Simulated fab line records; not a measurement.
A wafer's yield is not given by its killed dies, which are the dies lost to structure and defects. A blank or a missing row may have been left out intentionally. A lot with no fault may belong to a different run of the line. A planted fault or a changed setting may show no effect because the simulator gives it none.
Matching of chambers | flow nand_harc | NHARC_P_M0_PRE_CLEAN_31 on pecvd-04 has 3 sister chambers
The step time 12 s. 6 wafers are shown with their chamber, then 12 later ones without.

WAFERS, EACH WITH ITS CHAMBER
wafer  | chamber | heater_power_w (W) | rf_fwd_power_W (W)
L092.1 | 2       | 591                | 290.3
L092.5 | 0       | 673                | 291.9
L092.6 | 1       | 655                | 293.4
L092.2 | 1       | 652                | 291.3
L092.3 | 0       | 672                | 292.6
L092.4 | 2       | 595                | 291.2

WAFERS WHOSE CHAMBER IS MISSING
wafer  | heater_power_w (W) | rf_fwd_power_W (W)
L093.2 | 656                | 293.3
L093.3 | 515                | 291.6
L093.6 | 514                | 292.8
L093.1 | 641                | 292.9
L093.4 | 640                | 291.3
L093.5 | 640                | 292.6
L095.3 | 539                | 292.5
L095.5 | 690                | 291.1
L095.6 | 551                | 291.8
L097.2 | 690                | 290.4
L097.3 | 540                | 292.2
L097.4 | 546                | 291.9

EACH ONE'S CHAMBER
wafer  | from the rows above | in truth
L093.2 | 1                   | 1
L093.3 | 2                   | 2
L093.6 | 2                   | 2
L093.1 | 1                   | 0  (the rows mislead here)
L093.4 | 1                   | 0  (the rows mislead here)
L093.5 | 1                   | 1
L095.3 | 2                   | 2
L095.5 | 0                   | 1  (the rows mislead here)
L095.6 | 2                   | 2
L097.2 | 0                   | 0
L097.3 | 2                   | 2
L097.4 | 2                   | 2
Correctly placed: 9 of 12. From these rows, 0 cannot be placed. Number placed wrongly: 3.
How it was worked out, from the rows above alone: a wafer's distance from a chamber is the root of the sum, over the readings, of the square of ((its reading less the chamber's mean) divided by the reading's scatter). The wafer belongs to the nearest chamber; if the next one is less than 2 further off, it can't be placed. The mean given for a chamber averages the wafers shown for that chamber. The scatter: take each reading less its chamber's mean, square it, sum over the shown wafers, divide by the number of wafers less the number of chambers, and take the root.
